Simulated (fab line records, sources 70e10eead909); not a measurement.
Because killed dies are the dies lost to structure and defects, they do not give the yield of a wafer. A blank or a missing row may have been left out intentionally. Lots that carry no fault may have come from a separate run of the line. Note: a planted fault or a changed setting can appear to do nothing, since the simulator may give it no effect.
Matching of chambers + flow nand-harc + NHARC_A_CHANNEL_FILL_D1_ALD_02 on ald-hk-02 has 4 sister chambers
The step deposits SiO2, target thk 6 nm, pulse time 10 s, ald cycles 60. 14 wafers are shown with their chamber, then 7 later ones without.

== WAFERS, EACH WITH ITS CHAMBER ==
| wafer  | chamber | heater-power-w (W) | heater-power-outer-w (W) | precursor-pulse-height-rel |
|--------|---------|--------------------|--------------------------|----------------------------|
| L076.2 | 3       | 560                | 329                      | 0.999                      |
| L076.4 | 2       | 541                | 324                      | 1.010                      |
| L076.6 | 1       | 458                | 254                      | 1.035                      |
| L082.2 | 0       | 473                | 280                      | 0.996                      |
| L082.4 | 1       | 458                | 259                      | 1.040                      |
| L082.6 | 3       | 567                | 351                      | 1.046                      |
| L085.2 | 2       | 540                | 339                      | 0.997                      |
| L085.5 | 3       | 564                | 339                      | 1.008                      |
| L085.6 | 2       | 534                | 335                      | 0.974                      |
| L087.2 | 3       | 579                | 350                      | 1.008                      |
| L087.5 | 0       | 475                | 276                      | 1.021                      |
| L087.6 | 1       | 469                | 252                      | 1.015                      |
| L088.1 | 1       | 470                | 264                      | 1.020                      |
| L088.4 | 3       | 560                | 339                      | 1.031                      |

SIGNATURES (means of the wafers above)
| reading                    | chamber 0 | chamber 1 | chamber 2 | chamber 3 | scatter within a chamber |
|----------------------------|-----------|-----------|-----------|-----------|--------------------------|
| heater-power-w             | 474.00    | 463.75    | 538.33    | 566.00    | 6.4                      |
| heater-power-outer-w       | 278.00    | 257.25    | 332.67    | 341.60    | 7.39                     |
| precursor-pulse-height-rel | 1.00850   | 1.02750   | 0.99367   | 1.01840   | 0.0171                   |
Rule: a wafer's distance from a chamber is the root of the sum, over the readings, of the square of ((its reading less the chamber's mean) divided by the reading's scatter). If the next closest chamber is less than 2 further off than the closest, the wafer can't be placed; otherwise it belongs to the closest. How the scatter is found: for the shown wafers, subtract from each reading the mean of its chamber, square and add these, divide the total by (wafers less chambers), then take the root.

== WAFERS WHOSE CHAMBER IS MISSING ==
| wafer  | heater-power-w (W) | heater-power-outer-w (W) | precursor-pulse-height-rel |
|--------|--------------------|--------------------------|----------------------------|
| L088.6 | 481                | 281                      | 1.015                      |
| L092.1 | 539                | 344                      | 0.988                      |
| L092.4 | 501                | 289                      | 0.964                      |
| L092.6 | 502                | 285                      | 0.978                      |
| L095.2 | 472                | 294                      | 0.966                      |
| L095.4 | 505                | 279                      | 1.012                      |
| L095.5 | 490                | 258                      | 1.025                      |

== WHICH CHAMBER EACH WENT THROUGH ==
| wafer  | from the rows above     | in truth                   |
|--------|-------------------------|----------------------------|
| L088.6 | 0                       | 0                          |
| L092.1 | 2                       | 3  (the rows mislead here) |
| L092.4 | 0                       | 0                          |
| L092.6 | 0                       | 0                          |
| L095.2 | 0                       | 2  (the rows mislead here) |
| L095.4 | 0                       | 0                          |
| L095.5 | can't be placed: 0 or 1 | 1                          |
Correct placement for 4 of the 7. From these rows, 1 cannot be placed; in 1 the true chamber is one of the candidates. 2 placed wrongly.
